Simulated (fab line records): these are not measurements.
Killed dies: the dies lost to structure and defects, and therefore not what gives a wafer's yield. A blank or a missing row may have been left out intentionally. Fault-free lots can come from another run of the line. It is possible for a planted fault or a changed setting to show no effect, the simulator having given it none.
fab line records	flow n5Finfet	part 1 of 2: steps 1 to 21 of 28
record lots=5	wafers=15	lastDay=17
route steps=1938 shown MOL_CONTACT_COAG@627 BEOL_M0_SAQP@632
lots with no fault: from the same line, run without faults
startH: start of the lot's first displayed wafer, in hours after the record's first day	waitH: how many hours have passed since the lot's step before this one	" unchanged from the row above	L1.1+2: several wafers, shown together as one row	- either no value or no given start	* or withheld: withheld	< > ~ a bound
route shown NAME@n: NAME is a module with steps in the file, n the number in the route of the first one	usual: mean/standard deviation taken from wafers without a fault	same: alike in all rows	chamber/n: place in a boat	sites: each site's reading	_std_site: standard deviation across them	_edge_site: the outer-site mean with the inner-site mean subtracted	radiusMm: how far each site lies from the wafer's centre	mask NAME#n: copy n	behind: tool/chamber where the wafer was last shaped	hold: cause of the lot's hold/its duration in hours/its outcome	device: whichever transistor did not switch (one of n, p or np)	end of line: tests of these same wafers at the route's end	a step with no rows: only its recipe	killed: not the wafer's yield, but the dies lost to structure and defects at the first sort	map: shows each die of a wafer: x if killed, . if not, _ if none is there
set.NAME: the setting the step ran with; set.NAME@STEP: the setting that earlier step ran with	model.NAME: the simulator's own value behind a step, which no gauge read
a table for each step, a row for each wafer; lots at some steps of the route
services: the hour from which a tool's chamber was out of use, counted from the record's first day as startH (under 0 if before that day), plus the number of hours and why
## steps
# step N5_MOL_CONTACT_COAG_CMP_52
# recipe stopOn=SiO2	tOverpolishS=1.5	postCmpClean=wDiluteNh4oh	downForcePsi=4	platenRpm=50.289	padVelocityMS=1.0006	targetThkNm=66.5
# usual motorCurrentA=12.2/1.4	overpolishRunS=1.500/0.0085	timeToEndpointS=12.9/2.8
lot.wafer	tool	chamber	startH	waitH	motorCurrentA	overpolishRunS	timeToEndpointS
L074.2	cmp-01	2	100.88	0.0	11.4	1.509	10.2
L074.4	"	3	"	"	11.3	1.507	12.5
L074.5	"	2	"	"	10.8	1.496	12.5
L078.3	cmp-02	1	127.64	0.1	12.1	1.489	11.0
L078.1	"	2	"	"	15.8	1.490	11.5
L078.6	"	0	"	"	12.3	1.519	10.5
L082.2	cmp-04	0	156.01	0.1	14.2	1.498	12.8
L082.4	"	1	"	"	11.2	1.505	15.9
L082.6	"	2	"	"	10.8	1.492	16.0
L086.2	cmp-04	2	180.51	0.1	10.4	1.501	15.2
L086.6	"	1	"	"	11.1	1.496	14.1
L086.5	"	2	"	"	10.4	1.490	15.8
L095.1	cmp-04	0	232.29	0.0	14.3	1.497	12.4
L095.3	"	2	"	"	10.0	1.482	18.7
L095.5	"	1	"	"	10.9	1.490	16.8
# step N5_MOL_CONTACT_COAG_THK_MEAS_53
# recipe reads=SiO2_of_MOL_CONTACT_COAG_PECVD_31
# usual VIA_MOL_THK=44.0/0.68
lot.wafer	tool	chamber	startH	waitH	VIA_MOL_THK[nm]
L074.2	filmMetro-01	-	101.18	-	43.8
L074.4	"	-	"	"	43.8
L074.5	"	-	"	"	44.5
L078.1	filmMetro-02	-	127.89	-	43.3
L078.3	"	-	"	"	43.7
L078.6	"	-	"	"	43.5
L082.2	filmMetro-01	-	156.23	-	42.8
L082.4	"	-	"	"	44.3
L082.6	"	-	"	"	42.8
L086.2	filmMetro-01	-	180.77	-	42.6
L086.5	"	-	"	"	44.1
L086.6	"	-	"	"	44.4
L095.1	filmMetro-02	-	232.60	0.3	44.3
L095.3	"	-	"	"	44.6
L095.5	"	-	"	"	45.1
# step N5_MOL_CONTACT_COAG_ANNEAL_112
# recipe tempC=400	timeS=1800	ambient=HPD2	pressureAtm=10
# usual wafer_temp_C_max=402.0/0.4	zonePowerTopPct=19.15/0.19
# same timeS=1800
lot.wafer	tool	chamber	startH	waitH	wafer_temp_C_max	zonePowerTopPct
L074.2	hpAnneal-01	0	101.21	0.0	402.0	19.33
L074.4	"	0	"	"	401.7	19.53
L074.5	"	0	"	"	402.8	19.55
L078.1	hpAnneal-01	0	127.92	0.0	402.2	19.18
L078.3	"	0	"	"	402.6	19.37
L078.6	"	0	"	"	402.3	19.06
L082.2	hpAnneal-01	0	156.26	0.0	401.8	19.34
L082.4	"	0	"	"	402.5	19.19
L082.6	"	0	"	"	401.7	19.07
L086.2	hpAnneal-01	0	182.50	1.7	402.3	19.34
L086.5	"	0	"	"	401.6	18.90
L086.6	"	0	"	"	401.9	19.08
L095.1	hpAnneal-01	0	232.63	0.0	402.2	19.04
L095.3	"	0	"	"	402.1	19.29
L095.5	"	0	"	"	402.1	19.24
# step N5_MOL_CONTACT_COAG_INSPECT_97
# recipe inspectInstrument=darkfield	mode=postAnneal
# usual rawDefectCount=46/18
lot.wafer	tool	chamber	startH	waitH	rawDefectCount
L074.2	defectInspect-02	-	104.26	0.1	45
L074.4	"	-	"	"	59
L074.5	"	-	"	"	50
L078.1	defectInspect-01	-	130.96	0.0	44
L078.3	"	-	"	"	47
L078.6	"	-	"	"	48
L082.2	defectInspect-02	-	159.30	0.0	39
L082.4	"	-	"	"	54
L082.6	"	-	"	"	44
L086.2	defectInspect-01	-	185.54	0.0	23
L086.5	"	-	"	"	46
L086.6	"	-	"	"	35
L095.1	defectInspect-02	-	235.67	0.0	68
L095.3	"	-	"	"	66
L095.5	"	-	"	"	54
# step N5_BEOL_M0_SAQP_PECVD_00
# recipe material=SiCN	targetThkA=80	tempC=withheld	precursor=3MS/NH3	pressureTorr=3	rfW=202	timeS=14
# usual chamberPressureTorr=3.001/0.0063	showerheadPlenumPTorr=3.662/0.0077	throttleValvePct=8.9/0.44
# same timeS=14
lot.wafer	tool	chamber	startH	waitH	chamberPressureTorr	showerheadPlenumPTorr	throttleValvePct
L074.2	pecvd-03	1	104.58	0.2	2.993	3.665	9.0
L074.4	"	0	"	"	3.001	3.655	9.2
L074.5	"	1	"	"	2.992	3.653	8.9
L078.1	pecvd-02	1	131.29	0.2	2.992	3.657	8.2
L078.3	"	0	"	"	3.001	3.674	9.5
L078.6	"	1	"	"	3.012	3.670	8.9
L082.2	pecvd-03	0	159.61	0.2	3.009	3.649	9.5
L082.4	"	0	"	"	2.995	3.660	9.5
L082.6	"	2	"	"	3.001	3.663	8.2
L086.2	pecvd-02	0	185.85	0.2	3.000	3.660	9.5
L086.5	"	1	"	"	3.005	3.669	8.6
L086.6	"	2	"	"	3.001	3.676	8.8
L095.1	pecvd-04	1	236.00	0.2	3.000	3.662	8.8
L095.3	"	2	"	"	3.005	3.661	8.1
L095.5	"	2	"	"	3.017	3.659	8.6
# step N5_BEOL_M0_SAQP_ILD_DEP_01
# recipe material=SiOC	targetThkA=454.19	tempC=350	precursor=DEMS/O2	pressureTorr=5	rfW=500	timeS=8.7
# usual chamberPressureTorr=5.000/0.011	heaterPowerW=461/81	showerheadPlenumPTorr=5.691/0.011	throttleValvePct=11.7/0.58
# same timeS=8.7
lot.wafer	tool	chamber	startH	waitH	chamberPressureTorr	heaterPowerW	showerheadPlenumPTorr	throttleValvePct
L074.2	pecvd-03	1	104.61	0.0	5.007	374	5.684	11.8
L074.4	"	0	"	"	4.972	643	5.693	12.5
L074.5	"	1	"	"	5.017	374	5.663	11.9
L078.1	pecvd-02	1	131.32	0.0	4.995	496	5.692	11.2
L078.3	"	0	"	"	4.986	420	5.690	12.4
L078.6	"	1	"	"	5.010	506	5.701	11.1
L082.2	pecvd-03	0	159.64	0.0	5.006	652	5.677	12.6
L082.4	"	0	"	"	4.991	649	5.697	12.6
L082.6	"	2	"	"	5.010	300	5.696	11.3
L086.2	pecvd-02	0	185.88	0.0	5.004	498	5.717	12.4
L086.5	"	1	"	"	5.001	446	5.697	11.1
L086.6	"	2	"	"	5.005	471	5.715	11.4
L095.1	pecvd-04	1	236.04	0.0	4.994	462	5.683	11.4
L095.3	"	2	"	"	5.016	443	5.693	10.9
L095.5	"	2	"	"	5.004	448	5.683	11.0
# step N5_BEOL_M0_SAQP_HM_DEP_02
# recipe material=TiN	targetThkA=120	tempC=25	chamberPressurePa=0.49996
# usual throttleValvePct=30.2/1.1
lot.wafer	tool	chamber	startH	waitH	throttleValvePct
L074.2	pvdSputter-01	-	105.96	1.3	30.0
L074.4	"	-	"	"	28.6
L074.5	"	-	"	"	30.3
L078.1	pvdSputter-02	-	132.16	0.8	29.1
L078.3	"	-	"	"	31.1
L078.6	"	-	"	"	30.8
L082.2	pvdSputter-01	-	161.09	1.4	28.5
L082.4	"	-	"	"	30.2
L082.6	"	-	"	"	28.5
L086.2	pvdSputter-03	-	186.66	0.8	28.6
L086.5	"	-	"	"	28.5
L086.6	"	-	"	"	32.1
L095.1	pvdSputter-03	-	237.24	1.2	28.7
L095.3	"	-	"	"	28.5
L095.5	"	-	"	"	31.6
# step N5_BEOL_M0_SAQP_PECVD_03
# recipe material=SiCN	targetThkA=120	tempC=withheld	precursor=3MS/NH3	pressureTorr=3	rfW=202	timeS=21.1
# usual chamberPressureTorr=3.000/0.0067	showerheadPlenumPTorr=3.663/0.0071	throttleValvePct=8.9/0.45
# same timeS=21.1
lot.wafer	tool	chamber	startH	waitH	chamberPressureTorr	showerheadPlenumPTorr	throttleValvePct
L074.2	pecvd-02	0	106.10	0.1	3.015	3.670	9.1
L074.4	"	1	"	"	2.986	3.663	8.4
L074.5	"	2	"	"	3.000	3.671	8.6
L078.1	pecvd-04	1	132.28	0.1	2.998	3.659	8.9
L078.3	"	2	"	"	3.004	3.668	8.1
L078.6	"	0	"	"	2.995	3.663	9.6
L082.2	pecvd-02	1	161.21	0.1	2.988	3.657	8.3
L082.4	"	2	"	"	2.992	3.663	8.7
L082.6	"	0	"	"	2.999	3.660	9.5
L086.2	pecvd-02	1	186.78	0.1	3.001	3.660	8.2
L086.5	"	1	"	"	2.995	3.669	8.4
L086.6	"	2	"	"	2.993	3.673	8.4
L095.1	pecvd-02	2	237.37	0.1	2.997	3.679	8.8
L095.3	"	0	"	"	3.005	3.665	9.2
L095.5	"	2	"	"	2.997	3.675	8.7
# step N5_BEOL_M0_SAQP_PECVD_96
# recipe material=a-Si	targetThkA=450	tempC=350	precursor=SiH4/He	pressureTorr=3	rfW=100	timeS=45.2
# usual chamberPressureTorr=2.999/0.0065	heaterPowerW=610/73	showerheadPlenumPTorr=5.659/0.021	throttleValvePct=17.8/0.87
# same timeS=45.2
lot.wafer	tool	chamber	startH	waitH	chamberPressureTorr	heaterPowerW	showerheadPlenumPTorr	throttleValvePct
L074.2	pecvd-02	0	106.13	0.0	2.994	556	5.687	18.8
L074.4	"	1	"	"	2.997	586	5.655	17.1
L074.5	"	2	"	"	3.001	541	5.671	17.2
L078.1	pecvd-04	1	132.31	0.0	3.008	671	5.658	17.8
L078.3	"	2	"	"	3.006	572	5.633	16.7
L078.6	"	0	"	"	3.002	742	5.663	19.3
L082.2	pecvd-02	1	161.24	0.0	2.997	647	5.639	17.1
L082.4	"	2	"	"	3.002	536	5.687	17.2
L082.6	"	0	"	"	2.986	543	5.674	18.7
L086.2	pecvd-02	1	186.81	0.0	3.006	590	5.634	17.0
L086.5	"	1	"	"	2.997	596	5.667	17.1
L086.6	"	2	"	"	3.012	543	5.667	17.2
L095.1	pecvd-02	2	237.39	0.0	3.003	574	5.679	17.2
L095.3	"	0	"	"	2.989	650	5.679	18.9
L095.5	"	2	"	"	2.996	584	5.671	17.5
# step N5_BEOL_M0_SAQP_PECVD_97
# recipe material=SiNx	targetThkA=230	tempC=350	precursor=SiH4/NH3/N2	pressureTorr=1.5	rfW=300	timeS=19.9
# usual chamberPressureTorr=1.500/0.0032	heaterPowerW=541/66	showerheadPlenumPTorr=5.130/0.026	throttleValvePct=39.0/2
# same timeS=19.9
lot.wafer	tool	chamber	startH	waitH	chamberPressureTorr	heaterPowerW	showerheadPlenumPTorr	throttleValvePct
L074.2	pecvd-02	0	106.18	0.0	1.495	546	5.159	41.2
L074.4	"	1	"	"	1.501	558	5.134	37.3
L074.5	"	2	"	"	1.502	500	5.131	37.6
L078.1	pecvd-04	1	132.36	0.0	1.505	529	5.103	39.2
L078.3	"	2	"	"	1.500	460	5.101	36.4
L078.6	"	0	"	"	1.495	629	5.128	41.9
L082.2	pecvd-02	1	161.29	0.0	1.495	519	5.132	37.3
L082.4	"	2	"	"	1.502	549	5.159	38.0
L082.6	"	0	"	"	1.497	538	5.147	41.1
L086.2	pecvd-02	1	186.86	0.0	1.499	591	5.139	37.0
L086.5	"	1	"	"	1.501	585	5.121	37.4
L086.6	"	2	"	"	1.499	518	5.173	38.0
L095.1	pecvd-02	2	237.44	0.0	1.495	519	5.153	38.4
L095.3	"	0	"	"	1.509	522	5.167	41.1
L095.5	"	2	"	"	1.499	507	5.148	38.2
# step N5_BEOL_M0_SAQP_PECVD_04
# recipe material=a-Si	targetThkA=600	tempC=350	precursor=SiH4/He	pressureTorr=3	rfW=100	timeS=60.2
# usual chamberPressureTorr=3.000/0.0062	heaterPowerW=611/66	showerheadPlenumPTorr=5.659/0.019	throttleValvePct=17.8/0.86
# same timeS=60.2
lot.wafer	tool	chamber	startH	waitH	chamberPressureTorr	heaterPowerW	showerheadPlenumPTorr	throttleValvePct
L074.2	pecvd-02	0	106.21	0.0	3.000	586	5.658	18.8
L074.4	"	1	"	"	2.999	576	5.666	16.9
L074.5	"	2	"	"	3.002	513	5.671	17.1
L078.1	pecvd-04	1	132.40	0.0	3.005	624	5.656	18.0
L078.3	"	2	"	"	2.980	599	5.626	16.7
L078.6	"	0	"	"	2.992	664	5.660	19.0
L082.2	pecvd-02	1	161.32	0.0	2.995	657	5.653	16.9
L082.4	"	2	"	"	3.003	569	5.680	17.4
L082.6	"	0	"	"	2.993	598	5.677	18.6
L086.2	pecvd-02	1	186.90	0.0	2.995	664	5.657	17.0
L086.5	"	1	"	"	3.006	659	5.650	17.4
L086.6	"	2	"	"	3.008	540	5.665	17.3
L095.1	pecvd-02	2	237.48	0.0	3.007	577	5.673	17.7
L095.3	"	0	"	"	2.989	624	5.669	18.8
L095.5	"	2	"	"	3.001	571	5.681	17.5
# step N5_BEOL_M0_SAQP_THK_MEAS_05
# usual thkNm=59.6/0.74
lot.wafer	tool	chamber	startH	waitH	thkNm
L074.2	filmMetro-02	-	106.31	0.1	60.2
L074.4	"	-	"	"	59.4
L074.5	"	-	"	"	61.3
L078.1	filmMetro-01	-	132.49	0.1	59.2
L078.3	"	-	"	"	58.2
L078.6	"	-	"	"	60.9
L082.2	filmMetro-02	-	161.42	0.1	58.7
L082.4	"	-	"	"	59.7
L082.6	"	-	"	"	59.9
L086.2	filmMetro-01	-	186.99	0.1	58.1
L086.5	"	-	"	"	59.4
L086.6	"	-	"	"	59.9
L095.1	filmMetro-01	-	237.58	0.1	59.5
L095.3	"	-	"	"	60.0
L095.5	"	-	"	"	60.1
# step N5_BEOL_M0_SAQP_HM_DEP_111
# recipe material=SiO2	targetThkA=120	tempC=400	precursor=SiH4/N2O	pressureTorr=0.75	rfW=275	timeS=7.2
# usual chamberPressureTorr=0.7500/0.0015	heaterPowerW=736/130	showerheadPlenumPTorr=8.13/0.074
# same timeS=7.2
lot.wafer	tool	chamber	startH	waitH	chamberPressureTorr	heaterPowerW	showerheadPlenumPTorr
L074.2	pecvd-03	1	106.35	0.0	0.7476	596	8.09
L074.4	"	2	"	"	0.7481	638	8.26
L074.5	"	1	"	"	0.7492	585	8.07
L078.1	pecvd-03	2	132.53	0.0	0.7513	577	8.26
L078.3	"	1	"	"	0.7496	594	8.09
L078.6	"	2	"	"	0.7504	563	8.23
L082.2	pecvd-03	2	161.46	0.0	0.7533	640	8.25
L082.4	"	2	"	"	0.7519	632	8.26
L082.6	"	0	"	"	0.7500	994	8.05
L086.2	pecvd-04	1	187.03	0.0	0.7489	753	8.08
L086.5	"	2	"	"	0.7521	715	8.07
L086.6	"	1	"	"	0.7510	786	8.08
L095.1	pecvd-04	2	237.61	0.0	0.7504	790	8.06
L095.3	"	1	"	"	0.7503	814	8.11
L095.5	"	1	"	"	0.7482	827	8.07
# step N5_BEOL_M0_SAQP_COAT_81
# recipe resist=SOC	tempC=250	timeS=60	spinRpm=1500	resistThkNm=100
# usual resistLineTempC=23.00/0.12
# same timeS=60
lot.wafer	tool	chamber	startH	waitH	resistLineTempC
L074.2	lithoTrack-03	0	106.42	0.1	23.09
L074.4	"	0	"	"	23.23
L074.5	"	0	"	"	23.15
L078.1	lithoTrack-04	0	132.61	0.1	22.70
L078.3	"	0	"	"	22.91
L078.6	"	0	"	"	23.03
L082.2	lithoTrack-04	0	161.53	0.1	23.04
L082.4	"	0	"	"	22.93
L082.6	"	0	"	"	22.90
L086.2	lithoTrack-03	0	187.11	0.1	22.87
L086.5	"	0	"	"	23.16
L086.6	"	0	"	"	23.05
L095.1	lithoTrack-05	0	237.71	0.1	22.86
L095.3	"	0	"	"	22.78
L095.5	"	0	"	"	22.98
# step N5_BEOL_M0_SAQP_COAT_82
# recipe resist=SiARC	tempC=220	timeS=60	spinRpm=1500	resistThkNm=30
# usual resistLineTempC=23.02/0.11
# same timeS=60
lot.wafer	tool	chamber	startH	waitH	resistLineTempC
L074.2	lithoTrack-03	0	-	-	23.06
L074.4	"	0	"	"	22.78
L074.5	"	0	"	"	23.01
L078.1	lithoTrack-04	0	-	-	23.12
L078.3	"	0	"	"	23.10
L078.6	"	0	"	"	23.12
L082.2	lithoTrack-04	0	-	-	22.88
L082.4	"	0	"	"	23.04
L082.6	"	0	"	"	22.91
L086.2	lithoTrack-03	0	-	-	23.04
L086.5	"	0	"	"	22.87
L086.6	"	0	"	"	22.91
L095.1	lithoTrack-05	0	-	-	22.98
L095.3	"	0	"	"	23.30
L095.5	"	0	"	"	23.11
# step N5_BEOL_M0_SAQP_COAT_08
# recipe resist=CAR-ArF	spinRpm=1500	resistThkNm=90
# usual resistLineTempC=23.01/0.11
lot.wafer	tool	chamber	startH	waitH	resistLineTempC
L074.2	lithoTrack-03	0	-	-	23.06
L074.4	"	0	"	"	23.10
L074.5	"	0	"	"	23.03
L078.1	lithoTrack-04	0	-	-	22.95
L078.3	"	0	"	"	23.16
L078.6	"	0	"	"	23.00
L082.2	lithoTrack-04	0	-	-	22.89
L082.4	"	0	"	"	22.96
L082.6	"	0	"	"	22.89
L086.2	lithoTrack-03	0	-	-	23.01
L086.5	"	0	"	"	22.85
L086.6	"	0	"	"	22.96
L095.1	lithoTrack-05	0	-	-	22.85
L095.3	"	0	"	"	22.73
L095.5	"	0	"	"	22.88
# step N5_BEOL_M0_SAQP_EBR_10
# recipe solvent=PGMEA	ebrWidthMm=1.5
# usual resistLineTempC=23.00/0.11
lot.wafer	tool	chamber	startH	waitH	resistLineTempC
L074.2	lithoTrack-03	0	-	-	22.95
L074.4	"	0	"	"	22.82
L074.5	"	0	"	"	22.84
L078.1	lithoTrack-04	0	-	-	22.91
L078.3	"	0	"	"	23.08
L078.6	"	0	"	"	23.04
L082.2	lithoTrack-04	0	-	-	23.06
L082.4	"	0	"	"	23.07
L082.6	"	0	"	"	22.86
L086.2	lithoTrack-03	0	-	-	22.96
L086.5	"	0	"	"	22.92
L086.6	"	0	"	"	22.91
L095.1	lithoTrack-05	0	-	-	23.09
L095.3	"	0	"	"	22.96
L095.5	"	0	"	"	22.87
# step N5_BEOL_M0_SAQP_SOFTBAKE_09
# recipe tempC=110	timeS=60	resist=CAR-ArF
# usual resistLineTempC=23.00/0.11
# same timeS=60
lot.wafer	tool	chamber	startH	waitH	resistLineTempC
L074.2	lithoTrack-03	0	-	-	22.91
L074.4	"	0	"	"	22.94
L074.5	"	0	"	"	23.06
L078.1	lithoTrack-04	0	-	-	22.86
L078.3	"	0	"	"	22.74
L078.6	"	0	"	"	22.91
L082.2	lithoTrack-04	0	-	-	23.15
L082.4	"	0	"	"	23.00
L082.6	"	0	"	"	23.10
L086.2	lithoTrack-03	0	-	-	23.00
L086.5	"	0	"	"	22.90
L086.6	"	0	"	"	22.93
L095.1	lithoTrack-05	0	-	-	22.98
L095.3	"	0	"	"	22.85
L095.5	"	0	"	"	22.95
# step N5_BEOL_M0_SAQP_EXPOSE_11
# recipe maskId=M0_CORE	na=1.35	sourceShape=dipole	sigmaInner=0.538	sigmaOuter=0.738	polarization=te	targetCdNm=42	doseMj=55
lot.wafer	tool	chamber	startH	waitH	mask
L074.2+4+5	arfiScanner-01	0	106.67	-	M0_CORE#0
L078.1+3+6	arfiScanner-03	0	132.85	-	M0_CORE#0
L082.2+4+6	arfiScanner-02	0	161.66	-	M0_CORE#0
L086.2+5+6	arfiScanner-02	0	187.23	-	M0_CORE#0
L095.1+3+5	arfiScanner-03	0	237.96	-	M0_CORE#0
# step N5_BEOL_M0_SAQP_PEB_12
# recipe pebTempC=withheld	pebTimeS=60	resist=CAR-ArF
# usual resistLineTempC=22.98/0.1
lot.wafer	tool	chamber	startH	waitH	resistLineTempC
L074.2	lithoTrack-03	0	106.73	0.0	23.13
L074.4	"	0	"	"	22.88
L074.5	"	0	"	"	22.94
L078.1	lithoTrack-04	0	132.91	0.1	23.00
L078.3	"	0	"	"	23.02
L078.6	"	0	"	"	22.89
L082.2	lithoTrack-05	0	161.71	0.0	22.87
L082.4	"	0	"	"	22.98
L082.6	"	0	"	"	22.93
L086.2	lithoTrack-05	0	187.29	0.0	22.77
L086.5	"	0	"	"	22.81
L086.6	"	0	"	"	22.84
L095.1	lithoTrack-04	0	238.02	0.1	22.91
L095.3	"	0	"	"	22.97
L095.5	"	0	"	"	23.01
# step N5_BEOL_M0_SAQP_DEVELOP_13
# recipe developTimeS=30	developer=TMAH	resist=CAR-ArF	devTempC=23	rinseLiquid=diw	dry=airSpin
# usual resistLineTempC=23.00/0.11
# same developTimeS=30
lot.wafer	tool	chamber	startH	waitH	resistLineTempC
L074.2	lithoTrack-03	0	-	-	22.96
L074.4	"	0	"	"	22.99
L074.5	"	0	"	"	22.98
L078.1	lithoTrack-04	0	-	-	22.88
L078.3	"	0	"	"	22.74
L078.6	"	0	"	"	22.77
L082.2	lithoTrack-05	0	-	-	23.10
L082.4	"	0	"	"	23.06
L082.6	"	0	"	"	23.20
L086.2	lithoTrack-05	0	-	-	23.05
L086.5	"	0	"	"	23.21
L086.6	"	0	"	"	23.05
L095.1	lithoTrack-04	0	-	-	23.00
L095.3	"	0	"	"	22.97
L095.5	"	0	"	"	23.03
